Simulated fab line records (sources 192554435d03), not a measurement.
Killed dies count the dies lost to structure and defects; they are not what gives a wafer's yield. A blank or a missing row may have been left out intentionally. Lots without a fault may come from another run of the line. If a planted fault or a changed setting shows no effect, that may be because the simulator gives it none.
Matching of chambers    flow n5 finfet    rie diel-06 running N5_FIN_CUT_STRIP_22: 4 sister chambers
The step strips in N2/H2. 4 wafers are shown with their chamber, then 10 later ones without.

== WAFERS, EACH WITH ITS CHAMBER ==
wafer   chamber  showerhead plenum p Torr (Torr)
L079.5  1        3.28
L082.6  2        3.32
L086.1  3        3.26
L086.4  0        3.34

== WAFERS MISSING THEIR CHAMBER ==
wafer   showerhead plenum p Torr (Torr)
L086.5  3.34
L089.3  3.26
L089.4  3.31
L089.6  3.27
L090.1  3.34
L090.5  3.27
L090.6  3.31
L092.2  3.27
L092.4  3.26
L092.5  3.26

== EACH ONE'S CHAMBER ==
wafer    from the rows above       in truth
L086.5   0                         0
L089.3   3                         3
L089.4   2                         2
L089.6   can't be placed: 1 or 3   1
L090.1   0                         0
L090.5   can't be placed: 1 or 3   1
L090.6   2                         2
L092.2   can't be placed: 1 or 3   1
L092.4   3                         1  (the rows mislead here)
L092.5   3                         3
Correctly placed: 6 of 10. Unplaceable from these rows: 3, with the true chamber sitting among the candidates in 3. 1 placed wrongly.
How it was worked out, from the rows above alone: a wafer's distance from a chamber is the root of the sum, over the readings, of the square of ((its reading less the chamber's mean) divided by the reading's scatter). The wafer belongs to the nearest chamber; if the next one is less than 2 further off, it can't be placed. For every chamber, the mean is computed from those of its wafers that are shown. The scatter: with one shown wafer a chamber, the root of the mean of the squares of how far each hidden wafer lies from its nearest shown one.
